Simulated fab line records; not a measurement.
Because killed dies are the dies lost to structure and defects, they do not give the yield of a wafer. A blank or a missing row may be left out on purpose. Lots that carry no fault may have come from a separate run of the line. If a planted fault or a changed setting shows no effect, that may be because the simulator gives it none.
Split-lot study / flow n5_finfet / 21 wafers read from 7 lots, route of 1938 steps

== SPLIT DETAILS ==
At N5_BEOL_M9_COAT_60 (time 60 s, resist thk 30 nm), the setting spin_rpm was moved away from the recipe's 1500 rpm on 9 of the 21 wafers read, by -6.4% to +6.5%. For the rest of the wafers, this setting stayed at what the recipe calls for.

== FROM THE SPLIT TO THE READING: what the file shows between them, 3 steps ==
- N5_BEOL_M9_COAT_05: resist thk 90 nm
- N5_BEOL_M9_EBR_07
- N5_BEOL_M9_DESCUM_16: chemistry O2, time 7.9 s

== THE READING ==
etch.depth_nm (the simulator's own value, which no gauge read), in nm, at N5_BEOL_M9_ETCH_61 (etches SiARC in CF4, target depth 39 nm, time 65 s). The file gives no usual value for it. Across the 12 wafers here that went through the recipe, the average is 29.99 nm and the standard deviation 0.097 nm.

wafer=L076.1; tool, chamber at the split=litho_track-03, 0; spin_rpm as run, rpm=1586; against the recipe=+5.7%; etch.depth_nm, nm=29.2; against lot-mates on the recipe=-0.78
wafer=L076.2; tool, chamber at the split=litho_track-03, 0; spin_rpm as run, rpm=1500; against the recipe=recipe; etch.depth_nm, nm=30.03; against lot-mates on the recipe=-
wafer=L076.3; tool, chamber at the split=litho_track-03, 0; spin_rpm as run, rpm=1500; against the recipe=recipe; etch.depth_nm, nm=29.93; against lot-mates on the recipe=-
wafer=L078.4; tool, chamber at the split=litho_track-03, 0; spin_rpm as run, rpm=1409; against the recipe=-6.1%; etch.depth_nm, nm=30.91; against lot-mates on the recipe=+1.01
wafer=L078.5; tool, chamber at the split=litho_track-03, 0; spin_rpm as run, rpm=1409; against the recipe=-6.1%; etch.depth_nm, nm=30.96; against lot-mates on the recipe=+1.06
wafer=L078.6; tool, chamber at the split=litho_track-03, 0; spin_rpm as run, rpm=1500; against the recipe=recipe; etch.depth_nm, nm=29.9; against lot-mates on the recipe=-
wafer=L082.3; tool, chamber at the split=litho_track-04, 0; spin_rpm as run, rpm=1500; against the recipe=recipe; etch.depth_nm, nm=30.03; against lot-mates on the recipe=-
wafer=L082.5; tool, chamber at the split=litho_track-04, 0; spin_rpm as run, rpm=1410; against the recipe=-6.0%; etch.depth_nm, nm=30.83; against lot-mates on the recipe=+0.80
wafer=L082.6; tool, chamber at the split=litho_track-04, 0; spin_rpm as run, rpm=1410; against the recipe=-6.0%; etch.depth_nm, nm=30.8; against lot-mates on the recipe=+0.77
wafer=L085.2; tool, chamber at the split=litho_track-04, 0; spin_rpm as run, rpm=1500; against the recipe=recipe; etch.depth_nm, nm=30.04; against lot-mates on the recipe=-
wafer=L085.3; tool, chamber at the split=litho_track-04, 0; spin_rpm as run, rpm=1500; against the recipe=recipe; etch.depth_nm, nm=30.16; against lot-mates on the recipe=-
wafer=L085.4; tool, chamber at the split=litho_track-04, 0; spin_rpm as run, rpm=1500; against the recipe=recipe; etch.depth_nm, nm=30.05; against lot-mates on the recipe=-
wafer=L086.2; tool, chamber at the split=litho_track-03, 0; spin_rpm as run, rpm=1597; against the recipe=+6.5%; etch.depth_nm, nm=29.13; against lot-mates on the recipe=-0.95
wafer=L086.5; tool, chamber at the split=litho_track-03, 0; spin_rpm as run, rpm=1500; against the recipe=recipe; etch.depth_nm, nm=30.08; against lot-mates on the recipe=-
wafer=L086.6; tool, chamber at the split=litho_track-03, 0; spin_rpm as run, rpm=1597; against the recipe=+6.5%; etch.depth_nm, nm=29.16; against lot-mates on the recipe=-0.92
wafer=L089.1; tool, chamber at the split=litho_track-01, 0; spin_rpm as run, rpm=1500; against the recipe=recipe; etch.depth_nm, nm=29.77; against lot-mates on the recipe=-
wafer=L089.2; tool, chamber at the split=litho_track-01, 0; spin_rpm as run, rpm=1500; against the recipe=recipe; etch.depth_nm, nm=29.96; against lot-mates on the recipe=-
wafer=L089.4; tool, chamber at the split=litho_track-01, 0; spin_rpm as run, rpm=1500; against the recipe=recipe; etch.depth_nm, nm=29.92; against lot-mates on the recipe=-
wafer=L091.1; tool, chamber at the split=litho_track-03, 0; spin_rpm as run, rpm=1404; against the recipe=-6.4%; etch.depth_nm, nm=30.99; against lot-mates on the recipe=+1.01
wafer=L091.3; tool, chamber at the split=litho_track-03, 0; spin_rpm as run, rpm=1404; against the recipe=-6.4%; etch.depth_nm, nm=30.89; against lot-mates on the recipe=+0.91
wafer=L091.4; tool, chamber at the split=litho_track-03, 0; spin_rpm as run, rpm=1500; against the recipe=recipe; etch.depth_nm, nm=29.98; against lot-mates on the recipe=-

FIT RESULTS
A straight line over all 21 wafers: etch.depth_nm changes by -0.142 nm for each +1% of spin_rpm; r = -0.99; the points scatter about the line by 0.087 nm.
The same after taking each lot's own level away (the mean of its wafers on the recipe; 21 wafers): -0.147 nm for each +1%; r = -0.99; scatter 0.074 nm.
According to that fit, moving spin_rpm by its largest amount changes the reading by 0.95 nm.
The lots' own levels span 29.883 to 30.083 nm, that is 2.1 times the standard deviation above.
The two slopes agree, so the slope changes little with the lot-to-lot level.
Check: -0.939 nm against its lot-mates is what the line predicts for one of the wafers moved furthest among these (+6.5%) when that wafer is left out of the fit. It came out at -0.95 nm against them.

== THE OTHER SPLITS THESE WAFERS WENT THROUGH ==
Note: prior to the reading, these wafers also went through further splits. Each is held against what the fit with the lots' levels taken away leaves over:
other split on the same wafers=N5_BEOL_M8_COAT_22 spin_rpm; wafers away from the commonest value=5; r with etch.depth_nm (lot level and that fit taken away)=-0.23
other split on the same wafers=N5_BEOL_M9_HM_DEP_02 target_thk_a; wafers away from the commonest value=3; r with etch.depth_nm (lot level and that fit taken away)=+0.06

== THE WHOLE CHAIN: every reading that the file lists as answering this split, in the file's order ==
step=N5_BEOL_M9_COAT_60; what it does=time 60 s, resist thk 30 nm; reading=SiARC_of_BEOL_M9_COAT_60.thk_nm (the simulator's own value, which no gauge read); change (the file's fit)=-0.14 nm for each +1% of the setting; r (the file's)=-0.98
step=N5_BEOL_M9_ETCH_61; what it does=etches SiARC in CF4, target depth 39 nm, time 65 s; reading=CAR-ArF_of_BEOL_M9_COAT_05.thk_nm (the simulator's own value, which no gauge read); change (the file's fit)=+0.153 nm for each +1% of the setting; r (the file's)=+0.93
step=N5_BEOL_M9_ETCH_61; what it does=etches SiARC in CF4, target depth 39 nm, time 65 s; reading=etch.depth_nm (the simulator's own value, which no gauge read); change (the file's fit)=-0.147 nm for each +1% of the setting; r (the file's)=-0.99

== FILE'S OWN FIT ==
etch.depth_nm changes by -0.147 nm for each +1% of spin_rpm, r = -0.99.
